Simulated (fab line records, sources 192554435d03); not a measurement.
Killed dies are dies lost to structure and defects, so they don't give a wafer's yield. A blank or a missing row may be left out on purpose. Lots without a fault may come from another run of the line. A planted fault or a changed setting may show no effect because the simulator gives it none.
Which tool did it? | flow n5_finfet | 24 lots, 72 wafers sampled, at 6 steps of a route of 1938

WHAT THE GAUGES READ, wafer by wafer
N5_BEOL_M3_THK_MEAS_01.
lot  | measured     | on            | M3_ILD_THK (nm)
L074 | day 6 23:26  | film_metro-01 | 77.5 78.9 78.9
L075 | day 7 01:30  | film_metro-01 | 77.2 77.7 78.0
L077 | day 7 07:33  | film_metro-01 | 78.3 77.6 79.1
L076 | day 7 09:47  | film_metro-01 | 78.3 80.2 79.5
L078 | day 8 00:38  | film_metro-01 | 76.9 77.3 79.1
L079 | day 8 03:30  | film_metro-01 | 77.4 78.2 78.8
L080 | day 8 03:14  | film_metro-01 | 78.2 78.8 78.9
L081 | day 8 10:32  | film_metro-02 | 79.2 77.4 78.2
L082 | day 8 18:12  | film_metro-02 | 78.4 78.7 79.5
L083 | day 8 23:44  | film_metro-01 | 79.7 79.2 80.0
L084 | day 9 16:13  | film_metro-01 | 79.0 79.4 79.6
L086 | day 9 18:49  | film_metro-02 | 78.6 78.1 79.2
L085 | day 10 00:28 | film_metro-01 | 77.8 78.8 78.7
L087 | day 10 06:31 | film_metro-01 | 77.4 79.4 78.8
L088 | day 10 07:19 | film_metro-02 | 78.4 77.6 79.1
L089 | day 10 13:13 | film_metro-01 | 79.0 80.0 79.7
L090 | day 10 19:02 | film_metro-01 | 77.0 78.5 78.3
L091 | day 10 22:22 | film_metro-01 | 77.6 79.5 79.9
L093 | day 11 10:32 | film_metro-02 | 77.0 77.4 77.9
L092 | day 11 15:17 | film_metro-01 | 79.4 78.2 79.7
L094 | day 11 19:34 | film_metro-02 | 76.8 77.1 77.7
L095 | day 12 18:19 | film_metro-01 | 78.1 79.5 79.6
L096 | day 13 00:04 | film_metro-02 | 77.9 79.5 78.9
L097 | day 13 03:21 | film_metro-01 | 77.9 78.1 77.8

WHICH TOOL RAN EACH LOT (tool, then ch and the chambers of the sampled wafers, then the start)
lot  | N5_BEOL_M2_DEGAS_44          | N5_BEOL_M2_ANNEAL_87         | N5_BEOL_M2_ANNEAL_89         | N5_BEOL_M2_SPUTTER_92        | N5_BEOL_M2_CO_CAP_55
L074 | pvd_sputter-03, day 6 19:57  | pvd_sputter-02, day 6 21:14  | pvd_sputter-02, day 6 21:28  | pvd_sputter-02, day 6 21:49  | cvd_co-01 ch 0,1, day 6 23:07
L075 | pvd_sputter-02, day 6 20:23  | pvd_sputter-02, day 6 23:18  | pvd_sputter-02, day 6 23:31  | pvd_sputter-02, day 6 23:53  | cvd_co-01 ch 0,1,2, day 7 01:11
L077 | pvd_sputter-01, day 7 03:57  | pvd_sputter-03, day 7 05:20  | pvd_sputter-03, day 7 05:34  | pvd_sputter-03, day 7 05:55  | cvd_co-01 ch 0,1,2, day 7 07:14
L076 | pvd_sputter-01, day 7 04:29  | pvd_sputter-02, day 7 07:08  | pvd_sputter-02, day 7 07:22  | pvd_sputter-02, day 7 07:43  | cvd_co-02 ch 0,1, day 7 09:28
L078 | pvd_sputter-01, day 7 20:06  | pvd_sputter-03, day 7 22:07  | pvd_sputter-03, day 7 22:20  | pvd_sputter-03, day 7 22:41  | cvd_co-01 ch 0,1, day 8 00:18
L079 | pvd_sputter-01, day 7 23:20  | pvd_sputter-02, day 8 01:10  | pvd_sputter-02, day 8 01:23  | pvd_sputter-02, day 8 01:45  | cvd_co-01 ch 0,1, day 8 03:10
L080 | pvd_sputter-01, day 7 23:25  | pvd_sputter-03, day 8 01:01  | pvd_sputter-03, day 8 01:14  | pvd_sputter-03, day 8 01:36  | cvd_co-01 ch 0,1,2, day 8 02:55
L081 | pvd_sputter-01, day 8 05:18  | pvd_sputter-02, day 8 06:52  | pvd_sputter-02, day 8 07:05  | pvd_sputter-02, day 8 07:26  | cvd_co-01 ch 0,1,2, day 8 10:14
L082 | pvd_sputter-01, day 8 14:26  | pvd_sputter-01, day 8 15:59  | pvd_sputter-01, day 8 16:13  | pvd_sputter-01, day 8 16:34  | cvd_co-02 ch 0,1,2, day 8 17:53
L083 | pvd_sputter-01, day 8 19:40  | pvd_sputter-02, day 8 21:32  | pvd_sputter-02, day 8 21:45  | pvd_sputter-02, day 8 22:07  | cvd_co-01 ch 0,1,2, day 8 23:25
L084 | pvd_sputter-02, day 9 12:31  | pvd_sputter-02, day 9 14:01  | pvd_sputter-02, day 9 14:14  | pvd_sputter-02, day 9 14:35  | cvd_co-01 ch 0,1,2, day 9 15:54
L086 | pvd_sputter-01, day 9 14:38  | pvd_sputter-01, day 9 16:07  | pvd_sputter-01, day 9 16:20  | pvd_sputter-01, day 9 16:41  | cvd_co-01 ch 0,2, day 9 18:30
L085 | pvd_sputter-01, day 9 17:13  | pvd_sputter-01, day 9 18:31  | pvd_sputter-01, day 9 18:44  | pvd_sputter-01, day 9 19:05  | cvd_co-02 ch 0,1, day 10 00:09
L087 | pvd_sputter-02, day 10 02:46 | pvd_sputter-02, day 10 04:17 | pvd_sputter-02, day 10 04:31 | pvd_sputter-02, day 10 04:52 | cvd_co-01 ch 1,2, day 10 06:11
L088 | pvd_sputter-03, day 10 03:35 | pvd_sputter-03, day 10 05:05 | pvd_sputter-03, day 10 05:19 | pvd_sputter-03, day 10 05:40 | cvd_co-02 ch 1,2, day 10 07:01
L089 | pvd_sputter-03, day 10 09:17 | pvd_sputter-03, day 10 10:59 | pvd_sputter-03, day 10 11:12 | pvd_sputter-03, day 10 11:34 | cvd_co-01 ch 0,1,2, day 10 12:53
L090 | pvd_sputter-01, day 10 15:23 | pvd_sputter-01, day 10 16:50 | pvd_sputter-01, day 10 17:04 | pvd_sputter-01, day 10 17:25 | cvd_co-01 ch 0,1, day 10 18:44
L091 | pvd_sputter-02, day 10 18:43 | pvd_sputter-02, day 10 20:08 | pvd_sputter-02, day 10 20:21 | pvd_sputter-02, day 10 20:43 | cvd_co-01 ch 0,1,2, day 10 22:01
L093 | pvd_sputter-03, day 11 07:01 | pvd_sputter-02, day 11 08:18 | pvd_sputter-02, day 11 08:31 | pvd_sputter-02, day 11 08:53 | cvd_co-01 ch 0,1,2, day 11 10:12
L092 | pvd_sputter-03, day 11 11:30 | pvd_sputter-03, day 11 13:04 | pvd_sputter-03, day 11 13:17 | pvd_sputter-03, day 11 13:38 | cvd_co-02 ch 0,1,2, day 11 14:59
L094 | pvd_sputter-03, day 11 15:25 | pvd_sputter-03, day 11 16:56 | pvd_sputter-03, day 11 17:10 | pvd_sputter-03, day 11 17:31 | cvd_co-02 ch 0,2, day 11 19:15
L095 | pvd_sputter-02, day 12 14:47 | pvd_sputter-03, day 12 16:07 | pvd_sputter-03, day 12 16:20 | pvd_sputter-03, day 12 16:42 | cvd_co-01 ch 0,1,2, day 12 18:01
L096 | pvd_sputter-02, day 12 20:29 | pvd_sputter-01, day 12 21:52 | pvd_sputter-01, day 12 22:05 | pvd_sputter-01, day 12 22:27 | cvd_co-01 ch 1,2, day 12 23:46
L097 | pvd_sputter-02, day 12 23:49 | pvd_sputter-03, day 13 01:09 | pvd_sputter-03, day 13 01:22 | pvd_sputter-03, day 13 01:44 | cvd_co-02 ch 0,1, day 13 03:02
- N5_BEOL_M2_DEGAS_44: time 60 s.
- N5_BEOL_M2_ANNEAL_87: time 240 s.
- N5_BEOL_M2_ANNEAL_89: time 240 s.
- N5_BEOL_M2_SPUTTER_92: material Cu, target thk 4.5 nm, time 8.29 s.
- N5_BEOL_M2_CO_CAP_55: material Co, precursor CCTBA/H2, target thk 2 nm, time 102.1 s.

WHAT THE TOOLS THEMSELVES READ (means of the sampled wafers that have a number; where no wafer has one, the mark that the record gives instead)
N5_BEOL_M2_DEGAS_44.
lot  | tool           | heater_power_w (W)
L074 | pvd_sputter-03 | 353
L075 | pvd_sputter-02 | 340
L077 | pvd_sputter-01 | 318
L076 | pvd_sputter-01 | 315
L078 | pvd_sputter-01 | 314
L079 | pvd_sputter-01 | 314
L080 | pvd_sputter-01 | 324
L081 | pvd_sputter-01 | 333
L082 | pvd_sputter-01 | 321
L083 | pvd_sputter-01 | 319
L084 | pvd_sputter-02 | 343
L086 | pvd_sputter-01 | 293
L085 | pvd_sputter-01 | 324
L087 | pvd_sputter-02 | 355
L088 | pvd_sputter-03 | 308
L089 | pvd_sputter-03 | 318
L090 | pvd_sputter-01 | 336
L091 | pvd_sputter-02 | 335
L093 | pvd_sputter-03 | 313
L092 | pvd_sputter-03 | 343
L094 | pvd_sputter-03 | 352
L095 | pvd_sputter-02 | 347
L096 | pvd_sputter-02 | 343
L097 | pvd_sputter-02 | 335

N5_BEOL_M2_ANNEAL_87.
lot  | tool           | heater_power_w (W)
L074 | pvd_sputter-02 | 862
L075 | pvd_sputter-02 | 855
L077 | pvd_sputter-03 | 782
L076 | pvd_sputter-02 | 852
L078 | pvd_sputter-03 | 895
L079 | pvd_sputter-02 | 829
L080 | pvd_sputter-03 | 771
L081 | pvd_sputter-02 | 852
L082 | pvd_sputter-01 | 759
L083 | pvd_sputter-02 | 879
L084 | pvd_sputter-02 | 853
L086 | pvd_sputter-01 | 799
L085 | pvd_sputter-01 | 832
L087 | pvd_sputter-02 | 822
L088 | pvd_sputter-03 | 771
L089 | pvd_sputter-03 | 876
L090 | pvd_sputter-01 | 747
L091 | pvd_sputter-02 | 882
L093 | pvd_sputter-02 | 850
L092 | pvd_sputter-03 | 725
L094 | pvd_sputter-03 | 726
L095 | pvd_sputter-03 | 831
L096 | pvd_sputter-01 | 811
L097 | pvd_sputter-03 | 780

N5_BEOL_M2_ANNEAL_89.
lot  | tool           | heater_power_w (W)
L074 | pvd_sputter-02 | 861
L075 | pvd_sputter-02 | 850
L077 | pvd_sputter-03 | 781
L076 | pvd_sputter-02 | 834
L078 | pvd_sputter-03 | 882
L079 | pvd_sputter-02 | 834
L080 | pvd_sputter-03 | 770
L081 | pvd_sputter-02 | 860
L082 | pvd_sputter-01 | 764
L083 | pvd_sputter-02 | 882
L084 | pvd_sputter-02 | 858
L086 | pvd_sputter-01 | 799
L085 | pvd_sputter-01 | 832
L087 | pvd_sputter-02 | 822
L088 | pvd_sputter-03 | 773
L089 | pvd_sputter-03 | 893
L090 | pvd_sputter-01 | 760
L091 | pvd_sputter-02 | 884
L093 | pvd_sputter-02 | 861
L092 | pvd_sputter-03 | 720
L094 | pvd_sputter-03 | 723
L095 | pvd_sputter-03 | 821
L096 | pvd_sputter-01 | 803
L097 | pvd_sputter-03 | 776

N5_BEOL_M2_SPUTTER_92.
lot  | tool           | substrate_temp_c (C) | throttle_valve_pct (%)
L074 | pvd_sputter-02 | -19.98               | 31.5
L075 | pvd_sputter-02 | -20.01               | 31.1
L077 | pvd_sputter-03 | -20.00               | 30.2
L076 | pvd_sputter-02 | -20.11               | 31.2
L078 | pvd_sputter-03 | -20.11               | 30.5
L079 | pvd_sputter-02 | -20.00               | 30.6
L080 | pvd_sputter-03 | -19.95               | 30.4
L081 | pvd_sputter-02 | -20.00               | 31.1
L082 | pvd_sputter-01 | -19.87               | 31.1
L083 | pvd_sputter-02 | -20.01               | 31.8
L084 | pvd_sputter-02 | -20.11               | 31.1
L086 | pvd_sputter-01 | -19.98               | 31.0
L085 | pvd_sputter-01 | -20.05               | 31.3
L087 | pvd_sputter-02 | -20.08               | 30.6
L088 | pvd_sputter-03 | -19.98               | 30.0
L089 | pvd_sputter-03 | -20.13               | 30.4
L090 | pvd_sputter-01 | -19.97               | 30.5
L091 | pvd_sputter-02 | -19.97               | 31.8
L093 | pvd_sputter-02 | -19.99               | 31.3
L092 | pvd_sputter-03 | -20.03               | 29.7
L094 | pvd_sputter-03 | -20.13               | 29.7
L095 | pvd_sputter-03 | -20.08               | 29.7
L096 | pvd_sputter-01 | -19.91               | 30.7
L097 | pvd_sputter-03 | -19.88               | 30.3

N5_BEOL_M2_CO_CAP_55.
lot  | tool      | heater_power_w (W)
L074 | cvd_co-01 | 241
L075 | cvd_co-01 | 233
L077 | cvd_co-01 | 231
L076 | cvd_co-02 | 208
L078 | cvd_co-01 | 243
L079 | cvd_co-01 | 244
L080 | cvd_co-01 | 235
L081 | cvd_co-01 | 233
L082 | cvd_co-02 | 209
L083 | cvd_co-01 | 235
L084 | cvd_co-01 | 231
L086 | cvd_co-01 | 241
L085 | cvd_co-02 | 211
L087 | cvd_co-01 | 217
L088 | cvd_co-02 | 207
L089 | cvd_co-01 | 235
L090 | cvd_co-01 | 239
L091 | cvd_co-01 | 233
L093 | cvd_co-01 | 234
L092 | cvd_co-02 | 211
L094 | cvd_co-02 | 208
L095 | cvd_co-01 | 229
L096 | cvd_co-01 | 230
L097 | cvd_co-02 | 210

THE ANSWER, worked out from the rows above alone
Rule: what is usual is taken from the lots themselves. Put in order of their means at a reading, lots are off if they are a third of the lots or fewer, leave a main group of 4 or more, and stand apart from it by a gap of 3 or more times the standard deviation of the main group's means; of several such gaps the widest counts. A main group whose means are all the same, to the digits that the tables above print for the reading, isn't used. A lot without any number at a reading at which 4 lots or more have one is off too. The other lots that the step has rows for count as sound. The gauges are gone through in route order, then the tools' own readings, and for those a lot's mean is taken as printed above. The first step at which some lot is off is used, and at that step the reading that is off furthest; a lot without a number counts as furthest.
No lot is off at any reading shown: from this, nothing can be told.

WHAT THE SIMULATOR HAD PUT IN
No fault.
